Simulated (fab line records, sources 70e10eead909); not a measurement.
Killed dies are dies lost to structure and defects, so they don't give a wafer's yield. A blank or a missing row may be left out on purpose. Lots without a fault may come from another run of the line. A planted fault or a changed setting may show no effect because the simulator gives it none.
Problem report in the 8D (eight disciplines) form, filled by code | flow nand_harc | the parts of the form that need people (team, actions taken, sign-off) are left out

1. THE PROBLEM
killed_at_other at NHARC_END_SORT_01 reads a mean of 67.3 on 9 wafers of 3 lots; wafers without a fault read 1.1 with a standard deviation of 1.4. That is +47 standard deviations from the usual mean.
First seen on wafer L968.3, day 28 11:58, on prober-01. The record holds 27 wafers of 9 lots with a number at this step. Rule for "out", or "out of limits": more than 4 standard deviations from the usual mean. The other wafers with a number count as sound.

2. WHAT IT IS AND WHAT IT IS NOT
question                    | is                     | is not
which readings at this step | killed_at_other        | killed_at_periphery, killed_open
which lots                  | L968, L969, L970       | L961, L967, L979, L980, L981, L982
which wafers of those lots  | all that have a number | -
read on which gauges        | prober-01, prober-02   | -
when                        | from day 28 11:58      | up to then (6 sound wafers); but 12 sound wafers of L979, L980, L981, L982 came after

3. SUSPECTS, AND WHAT RULES EACH OUT
Counting: a tool at a process step up to the reading stays a suspect if it ran every lot that is out and no sound lot after the first of them.
- the gauge at NHARC_END_SORT_01: ruled out. The wafers that are out were read on 2 gauges (prober-01, prober-02).
- plasma_asher-01 at NHARC_THIN_TSV_STRIP_45 (strips in O2): ruled out as a lasting fault. Sound lots L981, L982 ran on it after its first lot that is out, L968 (day 27 17:30).
Left after counting: nothing in the record.

4. THE CAUSE (what the simulator had put in)
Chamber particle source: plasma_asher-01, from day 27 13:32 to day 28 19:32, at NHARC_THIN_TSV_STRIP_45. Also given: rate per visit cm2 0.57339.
Counting ruled it out, wrongly: the rule takes a fault to strike every lot that its tool runs from its start on, and this one did not.

5. THE CHAIN OF EFFECTS, in route order
Each row: a reading whose mean over the struck wafers that have a number lies more than 3 standard deviations from the usual. Only readings for which the record gives a usual standard deviation are gone through. hours: the time from each lot's start at the first step in this table that gives one to its start at this step, as a median over the lots. sigmas: the change in usual standard deviations.
hours | step              | reading              | usual  | on struck wafers | change | sigmas
0     | NHARC_END_SORT_01 | defect_limited_yield | 91.2 % | 83.7             | -7.5   | -3.0
0     | NHARC_END_SORT_01 | killed_at_other      | 1.1    | 67.3             | +66.2  | +47
0     | NHARC_END_SORT_01 | killed_dies          | 59     | 110              | +51    | +3.0

6. WHAT WOULD HAVE CAUGHT IT SOONER
In this record the first reading out of limits at a measuring or inspecting step was taken at day 28 11:58, 22 hours after the fault began at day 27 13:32.
Of the tool readings at NHARC_THIN_TSV_STRIP_45 for which the record gives a usual standard deviation, none was out on any struck wafer, so an alarm limit of 4 standard deviations on them would not have fired.
